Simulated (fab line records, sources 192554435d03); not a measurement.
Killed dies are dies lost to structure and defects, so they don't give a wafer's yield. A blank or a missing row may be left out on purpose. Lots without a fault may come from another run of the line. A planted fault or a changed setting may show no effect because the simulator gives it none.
fab line records | flow n5_finfet
record lots=5 wafers=15 last_day=15
route steps=1938 shown BEOL_M1@816 BEOL_M2@841
lots that met no fault: from a run of the same line without faults
start_h: hours from the record's first day to the start of the lot's first wafer shown | wait_h: hours since the lot's step before | " the same as in the row above | L1.1+2: a row that stands for several wafers | - no value, or no start given | * or withheld: withheld | < > ~ a bound
route shown NAME@n: a module of which the file shows steps, and the number in the route of the first | usual: mean/standard deviation of fault-free wafers | same: alike in all rows | chamber/n: place in a boat | sites: the reading at each site | _std_site: their standard deviation | _edge_site: outer sites' mean less inner sites' | radius_mm: how far each site lies from the wafer's centre | mask NAME#n: copy n | behind: the tool/chamber that last shaped the wafer | hold: why the lot was held/for how many hours/how that ended | device: the transistor (n, p or np) that didn't switch | end of line: the same wafers' tests at the end of the route | a step without rows: its recipe alone | killed: dies lost to structure and defects at the first sort, not the wafer's yield | map: a wafer's dies, x killed, . not, _ none there
set.NAME: the setting as run; set.NAME@STEP: as run at that earlier step | model.NAME: the simulator's own value behind a step, which no gauge read
lots at some steps of the route; a table a step, a row a wafer
services: from which hour (start_h, from the record's first day; less than 0 if before it) a tool's chamber was out of use, for how many hours, and why
## steps
# step N5_BEOL_M1_SPUTTER_79
# recipe material=Cu target_thk_a=45 temp_c=-20 chamber_pressure_pa=0.07 power_w=withheld time_s=8.29
# usual susceptor_temp_C=-20.00/0.1 throttle_valve_pct=29.8/0.76
# same time_s=8.29
# columns lot.wafer tool chamber start_h wait_h susceptor_temp_C throttle_valve_pct
L080.1 pvd_sputter-01 - 162.64 0.1 -19.95 30.9
L080.2 " - " " -20.04 29.3
L080.4 " - " " -19.93 29.7
L083.4 pvd_sputter-02 - 182.05 0.1 -19.97 29.3
L083.5 " - " " -19.91 29.9
L083.6 " - " " -19.99 29.1
L085.2 pvd_sputter-01 - 196.73 0.1 -19.94 29.4
L085.4 " - " " -19.97 30.0
L085.6 " - " " -19.89 30.3
L088.2 pvd_sputter-03 - 217.71 0.1 -20.11 29.2
L088.3 " - " " -19.88 30.4
L088.5 " - " " -19.97 30.4
L090.2 pvd_sputter-03 - 223.37 0.1 -20.03 29.5
L090.5 " - " " -19.97 29.7
L090.6 " - " " -20.00 30.3
# step N5_BEOL_M1_ANNEAL_80
# recipe temp_c=400 time_s=240 ambient=vacuum
# usual heater_power_w=859/81 susceptor_temp_C=399.99/0.23
# same time_s=240
# columns lot.wafer tool chamber start_h wait_h heater_power_w susceptor_temp_C
L080.1 pvd_sputter-01 - 162.72 0.0 903 399.99
L080.2 " - " " 811 400.15
L080.4 " - " " 885 399.56
L083.4 pvd_sputter-02 - 182.13 0.0 802 400.23
L083.5 " - " " 911 400.11
L083.6 " - " " 796 400.32
L085.2 pvd_sputter-01 - 196.81 0.0 808 399.96
L085.4 " - " " 857 400.09
L085.6 " - " " 851 399.98
L088.2 pvd_sputter-03 - 217.79 0.0 841 399.89
L088.3 " - " " 756 399.92
L088.5 " - " " 767 399.75
L090.2 pvd_sputter-03 - 223.45 0.0 876 400.31
L090.5 " - " " 872 399.94
L090.6 " - " " 763 400.46
# step N5_BEOL_M1_SPUTTER_81
# recipe material=Cu target_thk_a=45 temp_c=-20 chamber_pressure_pa=0.07 power_w=withheld time_s=8.29
# usual susceptor_temp_C=-20.02/0.098 throttle_valve_pct=29.9/0.76
# same time_s=8.29
# columns lot.wafer tool chamber start_h wait_h susceptor_temp_C throttle_valve_pct
L080.1 pvd_sputter-01 - 162.86 0.1 -19.85 30.9
L080.2 " - " " -19.95 29.6
L080.4 " - " " -20.03 29.8
L083.4 pvd_sputter-02 - 182.27 0.1 -19.96 29.3
L083.5 " - " " -20.11 30.4
L083.6 " - " " -19.82 29.3
L085.2 pvd_sputter-01 - 196.95 0.1 -19.98 29.5
L085.4 " - " " -20.02 30.5
L085.6 " - " " -20.01 30.1
L088.2 pvd_sputter-03 - 217.93 0.1 -19.88 29.4
L088.3 " - " " -20.10 30.5
L088.5 " - " " -20.05 30.4
L090.2 pvd_sputter-03 - 223.59 0.1 -19.88 29.3
L090.5 " - " " -20.02 29.5
L090.6 " - " " -20.04 30.5
# step N5_BEOL_M1_ANNEAL_82
# recipe temp_c=400 time_s=240 ambient=vacuum
# usual heater_power_w=855/77 susceptor_temp_C=400.03/0.24
# same time_s=240
# columns lot.wafer tool chamber start_h wait_h heater_power_w susceptor_temp_C
L080.1 pvd_sputter-01 - 162.94 0.0 875 399.77
L080.2 " - " " 824 400.09
L080.4 " - " " 877 400.15
L083.4 pvd_sputter-02 - 182.35 0.0 812 400.28
L083.5 " - " " 935 400.06
L083.6 " - " " 818 399.95
L085.2 pvd_sputter-01 - 197.03 0.0 814 400.75
L085.4 " - " " 829 399.48
L085.6 " - " " 845 399.79
L088.2 pvd_sputter-03 - 218.01 0.0 871 400.09
L088.3 " - " " 763 399.55
L088.5 " - " " 748 399.80
L090.2 pvd_sputter-03 - 223.67 0.0 856 400.49
L090.5 " - " " 837 400.14
L090.6 " - " " 782 400.00
# step N5_BEOL_M1_SPUTTER_86
# recipe material=Cu target_thk_a=45 temp_c=-20 chamber_pressure_pa=0.07 power_w=withheld time_s=8.29
# usual susceptor_temp_C=-20.00/0.11 throttle_valve_pct=29.8/0.76
# same time_s=8.29
# columns lot.wafer tool chamber start_h wait_h susceptor_temp_C throttle_valve_pct
L080.1 pvd_sputter-01 - 163.08 0.1 -20.08 31.0
L080.2 " - " " -20.01 29.3
L080.4 " - " " -19.83 29.8
L083.4 pvd_sputter-02 - 182.49 0.1 -19.81 29.3
L083.5 " - " " -20.12 30.0
L083.6 " - " " -20.03 29.2
L085.2 pvd_sputter-01 - 197.17 0.1 -20.02 29.7
L085.4 " - " " -19.85 30.4
L085.6 " - " " -19.86 30.3
L088.2 pvd_sputter-03 - 218.15 0.1 -20.10 29.1
L088.3 " - " " -20.23 30.4
L088.5 " - " " -20.03 30.2
L090.2 pvd_sputter-03 - 223.81 0.1 -20.21 29.7
L090.5 " - " " -19.86 29.7
L090.6 " - " " -20.15 30.2
# step N5_BEOL_M1_ANNEAL_87
# recipe temp_c=400 time_s=240 ambient=vacuum
# usual heater_power_w=856/80 susceptor_temp_C=399.93/0.23
# same time_s=240
# columns lot.wafer tool chamber start_h wait_h heater_power_w susceptor_temp_C
L080.1 pvd_sputter-01 - 163.16 0.0 889 399.95
L080.2 " - " " 817 400.08
L080.4 " - " " 895 400.01
L083.4 pvd_sputter-02 - 182.57 0.0 796 400.12
L083.5 " - " " 959 399.95
L083.6 " - " " 821 400.20
L085.2 pvd_sputter-01 - 197.25 0.0 823 400.08
L085.4 " - " " 862 400.02
L085.6 " - " " 849 400.02
L088.2 pvd_sputter-03 - 218.23 0.0 869 400.17
L088.3 " - " " 757 399.70
L088.5 " - " " 734 399.41
L090.2 pvd_sputter-03 - 223.89 0.0 876 400.03
L090.5 " - " " 861 400.02
L090.6 " - " " 756 400.05
# step N5_BEOL_M1_SPUTTER_88
# recipe material=Cu target_thk_a=45 temp_c=-20 chamber_pressure_pa=0.07 power_w=withheld time_s=8.29
# usual susceptor_temp_C=-20.01/0.1 throttle_valve_pct=29.8/0.76
# same time_s=8.29
# columns lot.wafer tool chamber start_h wait_h susceptor_temp_C throttle_valve_pct
L080.1 pvd_sputter-01 - 163.30 0.1 -20.14 31.0
L080.2 " - " " -20.02 29.6
L080.4 " - " " -19.85 29.5
L083.4 pvd_sputter-02 - 182.71 0.1 -20.27 29.2
L083.5 " - " " -19.91 30.1
L083.6 " - " " -20.10 29.3
L085.2 pvd_sputter-01 - 197.39 0.1 -20.24 29.8
L085.4 " - " " -20.13 30.0
L085.6 " - " " -20.15 30.3
L088.2 pvd_sputter-03 - 218.37 0.1 -19.96 28.8
L088.3 " - " " -19.97 30.3
L088.5 " - " " -20.02 30.4
L090.2 pvd_sputter-03 - 224.03 0.1 -20.21 29.7
L090.5 " - " " -20.22 29.3
L090.6 " - " " -20.09 30.3
# step N5_BEOL_M1_ANNEAL_89
# recipe temp_c=400 time_s=240 ambient=vacuum
# usual heater_power_w=856/78 susceptor_temp_C=400.04/0.2
# same time_s=240
# columns lot.wafer tool chamber start_h wait_h heater_power_w susceptor_temp_C
L080.1 pvd_sputter-01 - 163.38 0.0 898 399.97
L080.2 " - " " 800 399.97
L080.4 " - " " 897 400.38
L083.4 pvd_sputter-02 - 182.79 0.0 802 399.99
L083.5 " - " " 911 399.96
L083.6 " - " " 818 399.87
L085.2 pvd_sputter-01 - 197.47 0.0 823 400.16
L085.4 " - " " 817 400.19
L085.6 " - " " 843 400.33
L088.2 pvd_sputter-03 - 218.45 0.0 863 399.98
L088.3 " - " " 758 400.15
L088.5 " - " " 773 399.98
L090.2 pvd_sputter-03 - 224.11 0.0 841 400.24
L090.5 " - " " 847 399.95
L090.6 " - " " 771 399.88
# step N5_BEOL_M1_SPUTTER_90
# recipe material=Cu target_thk_a=45 temp_c=-20 chamber_pressure_pa=0.07 power_w=withheld time_s=8.29
# usual susceptor_temp_C=-20.01/0.11 throttle_valve_pct=29.9/0.76
# same time_s=8.29
# columns lot.wafer tool chamber start_h wait_h susceptor_temp_C throttle_valve_pct
L080.1 pvd_sputter-01 - 163.52 0.1 -20.05 30.7
L080.2 " - " " -19.79 29.4
L080.4 " - " " -20.14 29.7
L083.4 pvd_sputter-02 - 182.93 0.1 -20.31 29.3
L083.5 " - " " -20.07 30.0
L083.6 " - " " -20.17 29.3
L085.2 pvd_sputter-01 - 197.61 0.1 -19.96 29.5
L085.4 " - " " -20.00 30.4
L085.6 " - " " -20.00 30.2
L088.2 pvd_sputter-03 - 218.59 0.1 -20.06 29.2
L088.3 " - " " -19.91 30.8
L088.5 " - " " -20.10 30.3
L090.2 pvd_sputter-03 - 224.25 0.1 -20.00 29.6
L090.5 " - " " -20.16 29.6
L090.6 " - " " -20.10 30.7
# step N5_BEOL_M1_ANNEAL_91
# recipe temp_c=400 time_s=240 ambient=vacuum
# usual heater_power_w=858/80 susceptor_temp_C=400.01/0.23
# same time_s=240
# columns lot.wafer tool chamber start_h wait_h heater_power_w susceptor_temp_C
L080.1 pvd_sputter-01 - 163.60 0.0 922 399.88
L080.2 " - " " 832 400.11
L080.4 " - " " 903 399.93
L083.4 pvd_sputter-02 - 183.01 0.0 793 400.23
L083.5 " - " " 915 400.03
L083.6 " - " " 812 399.75
L085.2 pvd_sputter-01 - 197.69 0.0 801 400.11
L085.4 " - " " 864 399.94
L085.6 " - " " 866 400.10
L088.2 pvd_sputter-03 - 218.67 0.0 876 399.85
L088.3 " - " " 755 399.84
L088.5 " - " " 739 399.85
L090.2 pvd_sputter-03 - 224.33 0.0 860 400.32
L090.5 " - " " 874 400.02
L090.6 " - " " 753 400.07
# step N5_BEOL_M1_SPUTTER_92
# recipe material=Cu target_thk_a=45 temp_c=-20 chamber_pressure_pa=0.07 power_w=withheld time_s=8.29
# usual susceptor_temp_C=-20.01/0.1 throttle_valve_pct=29.8/0.79
# same time_s=8.29
# columns lot.wafer tool chamber start_h wait_h susceptor_temp_C throttle_valve_pct
L080.1 pvd_sputter-01 - 163.74 0.1 -19.99 31.1
L080.2 " - " " -20.07 29.6
L080.4 " - " " -19.94 29.7
L083.4 pvd_sputter-02 - 183.15 0.1 -20.12 29.1
L083.5 " - " " -20.08 30.0
L083.6 " - " " -20.05 29.1
L085.2 pvd_sputter-01 - 197.83 0.1 -20.04 29.4
L085.4 " - " " -19.84 30.1
L085.6 " - " " -19.78 30.4
L088.2 pvd_sputter-03 - 218.81 0.1 -19.97 29.1
L088.3 " - " " -20.16 30.3
L088.5 " - " " -20.22 30.6
L090.2 pvd_sputter-03 - 224.47 0.1 -19.84 29.3
L090.5 " - " " -19.86 29.8
L090.6 " - " " -19.86 30.3
# step N5_BEOL_M1_ANNEAL_93
# recipe temp_c=400 time_s=240 ambient=vacuum
# usual heater_power_w=859/81 susceptor_temp_C=399.97/0.23
# same time_s=240
# columns lot.wafer tool chamber start_h wait_h heater_power_w susceptor_temp_C
L080.1 pvd_sputter-01 - 163.82 0.0 920 399.77
L080.2 " - " " 827 400.08
L080.4 " - " " 908 399.90
L083.4 pvd_sputter-02 - 183.23 0.0 810 400.13
L083.5 " - " " 926 400.05
L083.6 " - " " 820 400.15
L085.2 pvd_sputter-01 - 197.91 0.0 812 400.07
L085.4 " - " " 843 400.14
L085.6 " - " " 858 399.81
L088.2 pvd_sputter-03 - 218.89 0.0 872 399.90
L088.3 " - " " 760 400.05
L088.5 " - " " 745 400.02
L090.2 pvd_sputter-03 - 224.55 0.0 816 399.49
L090.5 " - " " 862 399.79
L090.6 " - " " 749 399.84
# step N5_BEOL_M1_SPUTTER_94
# recipe material=Cu target_thk_a=45 temp_c=-20 chamber_pressure_pa=0.07 power_w=withheld time_s=8.29
# usual susceptor_temp_C=-20.00/0.11 throttle_valve_pct=29.8/0.74
# same time_s=8.29
# columns lot.wafer tool chamber start_h wait_h susceptor_temp_C throttle_valve_pct
L080.1 pvd_sputter-01 - 163.96 0.1 -19.70 30.9
L080.2 " - " " -20.11 29.3
L080.4 " - " " -20.01 29.7
L083.4 pvd_sputter-02 - 183.37 0.1 -20.13 29.1
L083.5 " - " " -20.09 29.9
L083.6 " - " " -19.98 29.3
L085.2 pvd_sputter-01 - 198.05 0.1 -19.97 29.5
L085.4 " - " " -20.06 30.2
L085.6 " - " " -20.13 30.2
L088.2 pvd_sputter-03 - 219.03 0.1 -20.09 29.0
L088.3 " - " " -20.10 30.4
L088.5 " - " " -20.08 30.6
L090.2 pvd_sputter-03 - 224.69 0.1 -20.03 29.5
L090.5 " - " " -19.98 29.7
L090.6 " - " " -19.98 30.2
# step N5_BEOL_M1_ANNEAL_95
# recipe temp_c=400 time_s=240 ambient=vacuum
# usual heater_power_w=860/79 susceptor_temp_C=399.99/0.21
# same time_s=240
# columns lot.wafer tool chamber start_h wait_h heater_power_w susceptor_temp_C
L080.1 pvd_sputter-01 - 164.04 0.0 886 400.32
L080.2 " - " " 832 400.08
L080.4 " - " " 885 400.20
L083.4 pvd_sputter-02 - 183.45 0.0 801 400.24
L083.5 " - " " 929 400.15
L083.6 " - " " 816 400.00
L085.2 pvd_sputter-01 - 198.13 0.0 822 399.90
L085.4 " - " " 845 399.51
L085.6 " - " " 853 399.48
L088.2 pvd_sputter-03 - 219.11 0.0 859 399.92
L088.3 " - " " 762 399.74
L088.5 " - " " 757 399.61
L090.2 pvd_sputter-03 - 224.77 0.0 880 400.28
L090.5 " - " " 874 400.10
L090.6 " - " " 763 399.74
# step N5_BEOL_M1_SPUTTER_96
# recipe material=Cu target_thk_a=45 temp_c=-20 chamber_pressure_pa=0.07 power_w=withheld time_s=8.29
# usual susceptor_temp_C=-20.01/0.097 throttle_valve_pct=29.9/0.77
# same time_s=8.29
# columns lot.wafer tool chamber start_h wait_h susceptor_temp_C throttle_valve_pct
L080.1 pvd_sputter-01 - 164.18 0.1 -20.04 30.9
L080.2 " - " " -20.02 29.3
L080.4 " - " " -19.92 29.4
L083.4 pvd_sputter-02 - 183.59 0.1 -20.15 29.4
L083.5 " - " " -20.00 29.9
L083.6 " - " " -19.99 29.2
L085.2 pvd_sputter-01 - 198.27 0.1 -19.92 29.6
L085.4 " - " " -20.10 30.2
L085.6 " - " " -19.86 30.2
L088.2 pvd_sputter-03 - 219.25 0.1 -20.05 29.3
L088.3 " - " " -19.95 30.3
L088.5 " - " " -20.08 30.3
L090.2 pvd_sputter-03 - 224.91 0.1 -20.11 29.5
L090.5 " - " " -20.10 29.6
L090.6 " - " " -19.92 30.3
# step N5_BEOL_M1_ECD_50
# recipe material=Cu target_thk_a=3000
# columns lot.wafer tool chamber start_h wait_h
L080.1+2+4 ecd_cu-02 1,0,1 164.30 0.1
L083.4+5+6 ecd_cu-01 1,1,0 183.73 0.1
L085.2+4+6 ecd_cu-02 0,1,1 198.39 0.1
L088.2+3+5 ecd_cu-02 0 219.36 0.1
L090.2+5+6 ecd_cu-02 1,0,1 225.02 0.1
# step N5_BEOL_M1_ANNEAL_51
# recipe temp_c=225 time_s=90 ambient=N2
# usual anneal_temp_c_max=226.33/0.27 wafer_temp_C_max=225.70/0.23
# same time_s=90
# columns lot.wafer tool chamber start_h wait_h anneal_temp_c_max wafer_temp_C_max
L080.1 rtp_anneal-02 0 167.74 3.4 226.68 226.12
L080.2 " 0 " " 226.06 225.74
L080.4 " 0 " " 226.20 226.19
L083.4 rtp_anneal-02 0 187.50 3.8 226.39 226.04
L083.5 " 0 " " 226.94 225.80
L083.6 " 0 " " 226.10 225.70
L085.2 rtp_anneal-02 0 200.97 2.6 226.11 225.71
L085.4 " 0 " " 226.20 225.56
L085.6 " 0 " " 226.36 225.83
L088.2 rtp_anneal-02 0 221.70 2.3 226.46 225.60
L088.3 " 0 " " 226.13 225.74
L088.5 " 0 " " 226.88 225.51
L090.2 rtp_anneal-02 0 226.74 1.7 226.59 225.91
L090.5 " 0 " " 225.92 225.66
L090.6 " 0 " " 226.20 225.86
# step N5_BEOL_M1_CMP_52
# recipe stop_on=SiOC t_overpolish_s=6.8 down_force_psi=1 platen_rpm=50 clearing_platen_down_force_psi=1.5 clearing_platen_rpm=50 post_cmp_clean=cu_alkaline target_thk_nm=40 clearing_platen_pad_velocity_m_s=0.99484 pad_velocity_m_s=0.99484
# usual barrier_field_endpoint_s=24.9/0.54 edge_zone_pressure_frac=1.000/0.0044 motor_current_A=5.8/0.69 overpolish_run_s=6.799/0.0094 time_to_endpoint_s=63.5/2.9
# columns lot.wafer tool chamber start_h wait_h barrier_field_endpoint_s edge_zone_pressure_frac motor_current_A overpolish_run_s time_to_endpoint_s
L080.1 cmp-04 2 168.06 0.3 25.0 1.005 6.3 6.792 62.8
L080.4 " 3 " " 24.7 1.000 5.2 6.794 62.2
L080.2 " 1 " " 24.1 0.993 5.1 6.797 60.6
L083.4 cmp-02 1 187.68 0.1 25.8 1.001 5.1 6.801 68.1
L083.6 " 1 " " 26.3 0.995 5.3 6.809 70.1
L083.5 " 2 " " 25.4 0.999 5.5 6.824 64.6
L085.2 cmp-04 1 201.22 0.2 24.8 0.999 5.0 6.794 61.6
L085.4 " 2 " " 25.0 0.997 5.9 6.794 67.9
L085.6 " 2 " " 25.2 0.996 6.3 6.804 63.6
L088.2 cmp-02 2 221.95 0.2 25.3 0.998 5.7 6.801 66.0
L088.3 " 0 " " 24.3 1.009 6.6 6.793 61.8
L088.5 " 2 " " 25.1 1.002 5.4 6.806 63.7
L090.2 cmp-04 2 227.07 0.3 24.6 0.998 6.1 6.794 63.6
L090.5 " 0 " " 24.6 1.002 7.6 6.803 61.9
L090.6 " 1 " " 25.1 0.994 5.4 6.789 59.2
# step N5_BEOL_M1_THK_MEAS_53
# recipe thk_meas_gauge=xrf reads=Cu_of_BEOL_M1_ECD_50
# usual M1_THK=40.1/1.6
# columns lot.wafer tool chamber start_h wait_h M1_THK[nm]
L080.1 film_metro-02 - 168.35 - 40.8
L080.2 " - " " 39.7
L080.4 " - " " 41.9
L083.4 film_metro-02 - 187.97 - 44.2
L083.5 " - " " 43.5
L083.6 " - " " 41.0
L085.2 film_metro-02 - 201.52 - 38.6
L085.4 " - " " 40.7
L085.6 " - " " 41.7
L088.2 film_metro-02 - 222.25 - 42.2
L088.3 " - " " 40.9
L088.5 " - " " 43.5
L090.2 film_metro-02 - 227.29 - 41.7
L090.5 " - " " 43.5
L090.6 " - " " 40.6
# step N5_BEOL_M1_PRE_CLEAN_60
# recipe gas=NH3/H2 time_s=15 temp_c=* rf_power_w=300
# usual heater_power_w=84/19 susceptor_temp_C=*
# same time_s=15
# columns lot.wafer tool chamber start_h wait_h heater_power_w susceptor_temp_C
L080.1 cvd_co-02 0 168.39 0.0 114 *
L080.2 " 2 " " 75 *
L080.4 " 0 " " 118 *
L083.4 cvd_co-01 0 188.03 0.1 78 *
L083.5 " 2 " " 64 *
L083.6 " 1 " " 78 *
L085.2 cvd_co-02 0 201.59 0.1 117 *
L085.4 " 2 " " 75 *
L085.6 " 1 " " 116 *
L088.2 cvd_co-02 1 222.28 0.0 115 *
L088.3 " 0 " " 118 *
L088.5 " 0 " " 119 *
L090.2 cvd_co-01 0 227.32 0.0 79 *
L090.5 " 0 " " 77 *
L090.6 " 2 " " 63 *
# step N5_BEOL_M1_CO_CAP_55
# recipe material=Co target_thk_a=20 temp_c=200 precursor=CCTBA/H2 pressure_torr=30 time_s=102.1
# usual chamber_pressure_Torr=30.01/0.065 heater_power_w=235/24 susceptor_temp_C=199.97/0.17
# same time_s=102.1
# columns lot.wafer tool chamber start_h wait_h chamber_pressure_Torr heater_power_w susceptor_temp_C
L080.1 cvd_co-02 0 168.43 0.0 30.04 279 200.02
L080.2 " 2 " " 30.04 224 199.68
L080.4 " 0 " " 30.14 282 199.88
L083.4 cvd_co-01 0 188.08 0.0 30.03 233 199.72
L083.5 " 2 " " 30.07 210 200.11
L083.6 " 1 " " 29.95 226 199.88
L085.2 cvd_co-02 0 201.63 0.0 29.99 269 200.14
L085.4 " 2 " " 30.12 224 200.13
L085.6 " 1 " " 30.08 279 199.77
L088.2 cvd_co-02 1 222.32 0.0 30.05 273 200.24
L088.3 " 0 " " 29.98 272 199.85
L088.5 " 0 " " 30.04 273 199.99
L090.2 cvd_co-01 0 227.36 0.0 29.98 231 199.93
L090.5 " 0 " " 30.02 229 199.98
L090.6 " 2 " " 29.95 210 199.82
# step N5_BEOL_M1_PRE_CLEAN_56
# recipe gas=NH3 time_s=15 temp_c=withheld rf_power_w=300
# same time_s=15
# columns lot.wafer tool chamber start_h wait_h
L080.1+2+4 pecvd-04 1,2,1 168.52 0.1
L083.4+5+6 pecvd-03 2,0,1 188.15 0.0
L085.2+4+6 pecvd-04 1,0,2 201.72 0.1
L088.2+3+5 pecvd-01 1,0,2 222.41 0.1
L090.2+5+6 pecvd-04 1,1,0 227.45 0.1
# step N5_BEOL_M1_DEP_57
# recipe material=SiCN target_thk_a=80 temp_c=withheld precursor=3MS/NH3 pressure_torr=3 rf_w=202 time_s=14
# usual chamber_pressure_Torr=3.000/0.006 showerhead_plenum_p_Torr=3.662/0.016 throttle_valve_pct=9.0/0.44
# same time_s=14
# columns lot.wafer tool chamber start_h wait_h chamber_pressure_Torr showerhead_plenum_p_Torr throttle_valve_pct
L080.1 pecvd-04 1 168.54 0.0 3.000 3.638 9.1
L080.2 " 2 " " 3.008 3.693 8.9
L080.4 " 1 " " 2.996 3.640 9.0
L083.4 pecvd-03 2 188.18 0.0 3.005 3.649 8.8
L083.5 " 0 " " 3.000 3.659 9.8
L083.6 " 1 " " 3.001 3.685 8.7
L085.2 pecvd-04 1 201.74 0.0 2.998 3.632 9.2
L085.4 " 0 " " 2.997 3.655 8.9
L085.6 " 2 " " 2.996 3.684 9.1
L088.2 pecvd-01 1 222.44 0.0 2.999 3.656 8.7
L088.3 " 0 " " 2.996 3.674 9.9
L088.5 " 2 " " 3.003 3.669 8.5
L090.2 pecvd-04 1 227.49 0.0 3.007 3.636 9.2
L090.5 " 1 " " 3.013 3.644 9.1
L090.6 " 0 " " 3.000 3.663 8.8
# step N5_BEOL_M1_RS_MEAS_58
# recipe thk_meas_gauge=four-point-probe reads=Co_of_BEOL_M1_CO_CAP_55+Cu_of_BEOL_M1_ECD_50+Co_of_BEOL_M1_CVD_47+TaN_of_BEOL_M1_ALD_84
# usual M1_RS=0.66/0.034
# columns lot.wafer tool chamber start_h wait_h M1_RS[ohm/sq]
L080.1 film_metro-01 - 168.61 0.0 0.65
L080.2 " - " " 0.67
L080.4 " - " " 0.63
L083.4 film_metro-02 - 188.23 0.0 0.59
L083.5 " - " " 0.60
L083.6 " - " " 0.65
L085.2 film_metro-01 - 201.81 0.1 0.69
L085.4 " - " " 0.64
L085.6 " - " " 0.62
L088.2 film_metro-01 - 222.51 0.1 0.62
L088.3 " - " " 0.65
L088.5 " - " " 0.60
L090.2 film_metro-02 - 227.58 0.1 0.63
L090.5 " - " " 0.59
L090.6 " - " " 0.65
# step N5_BEOL_M1_INSPECT_59
# recipe inspect_instrument=darkfield mode=post_dep
# usual raw_defect_count=64/21
# columns lot.wafer tool chamber start_h wait_h raw_defect_count
L080.1 defect_inspect-02 - 168.64 0.0 51
L080.2 " - " " 39
L080.4 " - " " 82
L083.4 defect_inspect-01 - 188.26 0.0 42
L083.5 " - " " 41
L083.6 " - " " 45
L085.2 defect_inspect-01 - 201.84 0.0 64
L085.4 " - " " 58
L085.6 " - " " 55
L088.2 defect_inspect-02 - 222.53 0.0 78
L088.3 " - " " 73
L088.5 " - " " 65
L090.2 defect_inspect-01 - 227.60 0.0 49
L090.5 " - " " 29
L090.6 " - " " 59
# step N5_BEOL_M2_ILD_DEP_00
# recipe material=SiOC target_thk_a=790 temp_c=350 precursor=DEMS/O2 pressure_torr=5 rf_w=500 time_s=15.3
# usual chamber_pressure_Torr=5.000/0.0091 heater_power_w=476/110 showerhead_plenum_p_Torr=5.688/0.019 susceptor_temp_C=350.00/0.19 throttle_valve_pct=11.7/0.59
# same time_s=15.3
# columns lot.wafer tool chamber start_h wait_h chamber_pressure_Torr heater_power_w showerhead_plenum_p_Torr susceptor_temp_C throttle_valve_pct
L080.1 pecvd-04 0 168.67 0.0 5.002 395 5.686 350.02 11.5
L080.2 " 1 " " 5.003 275 5.671 350.27 12.1
L080.4 " 0 " " 4.999 402 5.677 349.87 11.4
L083.4 pecvd-02 0 188.31 0.1 5.005 530 5.664 350.36 11.4
L083.5 " 1 " " 4.995 476 5.674 350.21 10.9
L083.6 " 2 " " 5.005 589 5.705 349.95 10.9
L085.2 pecvd-04 2 201.87 0.0 5.021 601 5.724 349.68 12.1
L085.4 " 0 " " 5.012 340 5.684 349.65 11.7
L085.6 " 2 " " 5.006 591 5.723 349.90 12.1
L088.2 pecvd-03 1 222.61 0.1 5.003 431 5.729 349.93 11.9
L088.3 " 2 " " 5.007 657 5.672 349.93 11.7
L088.5 " 1 " " 5.004 438 5.728 349.98 11.7
L090.2 pecvd-03 0 227.64 0.0 4.992 474 5.696 350.11 12.8
L090.5 " 2 " " 4.997 572 5.669 349.98 11.3
L090.6 " 0 " " 4.977 488 5.694 350.26 12.9
# step N5_BEOL_M2_THK_MEAS_01
# recipe reads=SiOC_of_BEOL_M2_ILD_DEP_00
# usual M2_ILD_THK=78.7/0.97
# columns lot.wafer tool chamber start_h wait_h M2_ILD_THK[nm]
L080.1 film_metro-01 - 168.74 0.0 76.5
L080.2 " - " " 77.5
L080.4 " - " " 78.6
L083.4 film_metro-02 - 188.36 0.0 79.7
L083.5 " - " " 80.8
L083.6 " - " " 80.8
L085.2 film_metro-01 - 201.94 0.1 76.3
L085.4 " - " " 78.3
L085.6 " - " " 78.0
L088.2 film_metro-02 - 222.68 0.1 78.3
L088.3 " - " " 76.9
L088.5 " - " " 79.4
L090.2 film_metro-02 - 227.72 0.1 77.8
L090.5 " - " " 80.2
L090.6 " - " " 80.1
# step N5_BEOL_M2_PECVD_72
# recipe material=SiO2 target_thk_a=160 temp_c=400 precursor=TEOS/O2 pressure_torr=5.5 rf_w=450 teos_flow_sccm=53.8 gas=O2 flow_sccm=3000 time_s=18
# usual chamber_pressure_Torr=5.498/0.011 heater_power_w=723/120 showerhead_plenum_p_Torr=8.75/0.071 susceptor_temp_C=400.01/0.21 throttle_valve_pct=21.8/1.1
# same time_s=18
# columns lot.wafer tool chamber start_h wait_h chamber_pressure_Torr heater_power_w showerhead_plenum_p_Torr susceptor_temp_C throttle_valve_pct
L080.1 pecvd-02 2 168.78 0.0 5.512 759 8.79 400.07 20.3
L080.2 " 1 " " 5.495 629 8.71 399.88 20.7
L080.4 " 1 " " 5.524 632 8.69 399.95 20.7
L083.4 pecvd-03 1 188.41 0.1 5.508 718 8.84 400.10 22.0
L083.5 " 2 " " 5.492 905 8.69 400.15 21.8
L083.6 " 0 " " 5.485 677 8.75 399.90 23.7
L085.2 pecvd-02 0 201.98 0.0 5.503 792 8.73 400.21 21.2
L085.4 " 1 " " 5.476 687 8.70 400.02 20.7
L085.6 " 2 " " 5.481 757 8.81 400.22 20.3
L088.2 pecvd-03 0 222.71 0.0 5.517 775 8.75 399.74 24.1
L088.3 " 1 " " 5.502 677 8.84 400.24 22.3
L088.5 " 1 " " 5.494 613 8.82 400.55 21.9
L090.2 pecvd-04 1 227.75 0.0 5.513 495 8.68 400.01 22.4
L090.5 " 0 " " 5.489 616 8.72 399.47 21.5
L090.6 " 1 " " 5.499 493 8.64 399.94 22.5
## services
# columns tool chamber start_h hours kind
pecvd-03 0 143.65 5.5 scheduled_down
pecvd-01 1 148.27 5.6 repair
pecvd-03 - 152.71 6.0 pm
cvd_co-01 - 153.72 6.9 pm
cmp-02 - 163.29 4.1 repair
pecvd-02 1 165.64 2.1 scheduled_down
cvd_co-02 - 168.66 0.6 repair
pecvd-04 - 177.19 2.8 pm
cvd_co-01 2 189.17 15.3 repair
pecvd-03 1 193.72 6.0 repair
pecvd-04 - 194.54 2.1 repair
cmp-02 - 198.41 1.0 repair
pecvd-04 2 202.38 - clean
pecvd-04 2 202.38 - consumable_replace:showerhead
pecvd-04 2 202.38 29.0 scheduled_down
pecvd-04 2 202.38 29.0 vent_cycle
cmp-04 - 203.01 6.4 repair
cvd_co-01 1 205.77 4.3 repair
cvd_co-01 0 208.60 9.6 repair
pecvd-01 - 224.56 28.1 pm
cvd_co-02 - 227.63 6.0 pm
## key
fault none
